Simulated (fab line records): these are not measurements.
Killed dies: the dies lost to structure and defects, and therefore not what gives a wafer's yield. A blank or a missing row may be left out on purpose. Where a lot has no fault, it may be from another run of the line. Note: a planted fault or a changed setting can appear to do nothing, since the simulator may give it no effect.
Which tool is to blame? -- flow nand-harc -- 6 lots, 18 wafers sampled, at 5 steps of a route of 1302

## WHAT EACH GAUGE READ, for each wafer
NHARC_END_SORT_01.
lot,measured,on,killed-at-array
L469,day 27 21:23,prober-02,150 166 151
L470,day 29 10:21,prober-02,123 126 128

## WHICH TOOL RAN EACH LOT (tool, then ch and the chambers of the sampled wafers, then the start)
lot,NHARC_A_WL_FILL_ETCHBACK_17,NHARC_THIN_TSV_DEGAS_49,NHARC_THIN_TSV_PVD_51,NHARC_THIN_TSV_PRE_CLEAN_54
L461,"rie-metal-01 ch 0,1, day 22 06:20","pvd-sputter-03, day 25 09:42","pvd-sputter-03, day 25 12:04 or earlier","pvd-sputter-02, day 25 12:04"
L464,"rie-metal-02 ch 0,1, day 22 11:27","pvd-sputter-03, day 25 08:25","pvd-sputter-03, day 25 10:30 or earlier","pvd-sputter-03, day 25 10:30"
L466,"rie-metal-01 ch 0,1, day 23 01:28","pvd-sputter-02, day 26 02:43","pvd-sputter-02, day 26 05:05 or earlier","pvd-sputter-01, day 26 05:05"
L469,"rie-metal-01 ch 0,1, day 24 11:25","pvd-sputter-02, day 27 10:26","pvd-sputter-02, day 27 12:31 or earlier","pvd-sputter-02, day 27 12:31"
L470,"rie-metal-01 ch 0,1, day 25 19:59","pvd-sputter-02, day 28 22:13","pvd-sputter-02, day 29 00:17 or earlier","pvd-sputter-01, day 29 00:17"
L477,"rie-metal-01 ch 0,1, day 28 04:35","pvd-sputter-01, day 31 04:01","pvd-sputter-01, day 31 06:10 or earlier","pvd-sputter-01, day 31 06:10"
- NHARC_A_WL_FILL_ETCHBACK_17: etches the open film in Cl2/BCl3, target depth 4 nm, time 26.7 s.
- NHARC_THIN_TSV_DEGAS_49: time 120 s.
- NHARC_THIN_TSV_PVD_51: deposits Cu, target thk 100 nm.
- NHARC_THIN_TSV_PRE_CLEAN_54: time 30 s.

## THE ANSWER, worked out from the rows above alone
Rule: the usual values come from the lots themselves. The widest of any qualifying gaps counts: lots, ordered by their means at a reading, are off when they make up no more than a third of the lots, leave a main group of 4 or more, and stand apart from it by 3 or more times the standard deviation of that group's means. If all means in a main group match to the digits the tables above print for the reading, that group is not used. A lot without any number at a reading at which 4 lots or more have one is off too. Where the step has rows for the other lots, those lots are counted as sound.
None of the lots is off at any reading shown; this tells nothing.

## WHAT HAD BEEN PUT IN BY THE SIMULATOR
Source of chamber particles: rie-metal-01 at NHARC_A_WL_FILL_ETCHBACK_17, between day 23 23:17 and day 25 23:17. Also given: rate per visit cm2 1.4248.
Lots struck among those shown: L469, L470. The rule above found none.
